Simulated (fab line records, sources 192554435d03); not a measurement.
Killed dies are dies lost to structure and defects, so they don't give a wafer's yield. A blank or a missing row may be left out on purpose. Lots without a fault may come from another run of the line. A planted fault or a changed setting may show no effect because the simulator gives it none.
Chamber matching | flow n5_finfet | N5_SDB_DESCUM_16 on rie_diel-01: 4 sister chambers
The step chemistry O2, time 7.9 s. 20 wafers are shown with their chamber, then 10 later ones without.

WAFERS WITH THEIR CHAMBER
wafer  | chamber | showerhead_plenum_p_Torr (Torr) | drypump_motor_current_A (A) | throttle_valve_pct (%)
L075.2 | 2       | 2.07                            | 6.0                         | 20.61
L075.3 | 0       | 2.04                            | 5.5                         | 20.57
L075.5 | 1       | 2.02                            | 5.9                         | 20.40
L077.2 | 2       | 2.07                            | 6.0                         | 20.63
L077.3 | 0       | 2.04                            | 5.5                         | 20.57
L077.4 | 2       | 2.07                            | 6.0                         | 20.60
L078.2 | 1       | 2.02                            | 5.9                         | 20.41
L078.5 | 2       | 2.07                            | 6.0                         | 20.61
L078.6 | 3       | 2.17                            | 5.2                         | 20.36
L079.1 | 3       | 2.17                            | 5.1                         | 20.38
L079.3 | 1       | 2.02                            | 5.9                         | 20.40
L079.5 | 2       | 2.07                            | 6.1                         | 20.62
L081.2 | 1       | 2.02                            | 5.9                         | 20.41
L081.3 | 0       | 2.04                            | 5.6                         | 20.58
L081.4 | 2       | 2.06                            | 6.1                         | 20.63
L085.1 | 0       | 2.03                            | 5.5                         | 20.60
L085.2 | 2       | 2.06                            | 6.0                         | 20.63
L085.5 | 1       | 2.01                            | 5.9                         | 20.43
L084.3 | 1       | 2.01                            | 5.9                         | 20.44
L084.4 | 3       | 2.16                            | 5.1                         | 20.38

SIGNATURES (means of the wafers above)
reading                  | chamber 0 | chamber 1 | chamber 2 | chamber 3 | scatter within a chamber
showerhead_plenum_p_Torr | 2.0375    | 2.0167    | 2.0671    | 2.1667    | 0.00511
drypump_motor_current_A  | 5.525     | 5.900     | 6.029     | 5.133     | 0.0422
throttle_valve_pct       | 20.5800   | 20.4150   | 20.6186   | 20.3733   | 0.0139
Rule: a wafer's distance from a chamber is the root of the sum, over the readings, of the square of ((its reading less the chamber's mean) divided by the reading's scatter). The wafer belongs to the nearest chamber; if the next one is less than 2 further off, it can't be placed. The scatter: the root of (the sum of the squares of (reading less its chamber's mean) over the shown wafers, divided by (wafers less chambers)).

WAFERS WITHOUT THEIR CHAMBER
wafer  | showerhead_plenum_p_Torr (Torr) | drypump_motor_current_A (A) | throttle_valve_pct (%)
L084.5 | 2.16                            | 5.1                         | 20.40
L086.1 | 2.03                            | 5.5                         | 20.59
L086.3 | 2.01                            | 5.9                         | 20.43
L086.4 | 2.16                            | 5.1                         | 20.39
L092.1 | 2.05                            | 6.1                         | 20.67
L092.3 | 2.01                            | 5.9                         | 20.49
L092.4 | 2.15                            | 5.1                         | 20.41
L094.3 | 2.00                            | 5.9                         | 20.47
L094.4 | 2.15                            | 5.1                         | 20.43
L094.6 | 2.05                            | 6.0                         | 20.67

WHICH CHAMBER EACH WENT THROUGH
wafer  | from the rows above | in truth
L084.5 | 3                   | 3
L086.1 | 0                   | 0
L086.3 | 1                   | 1
L086.4 | 3                   | 3
L092.1 | 2                   | 2
L092.3 | 1                   | 1
L092.4 | 3                   | 3
L094.3 | 1                   | 1
L094.4 | 3                   | 3
L094.6 | 2                   | 2
Placed correctly: 10 of 10. Can't be placed from these rows: 0. Placed wrongly: 0.
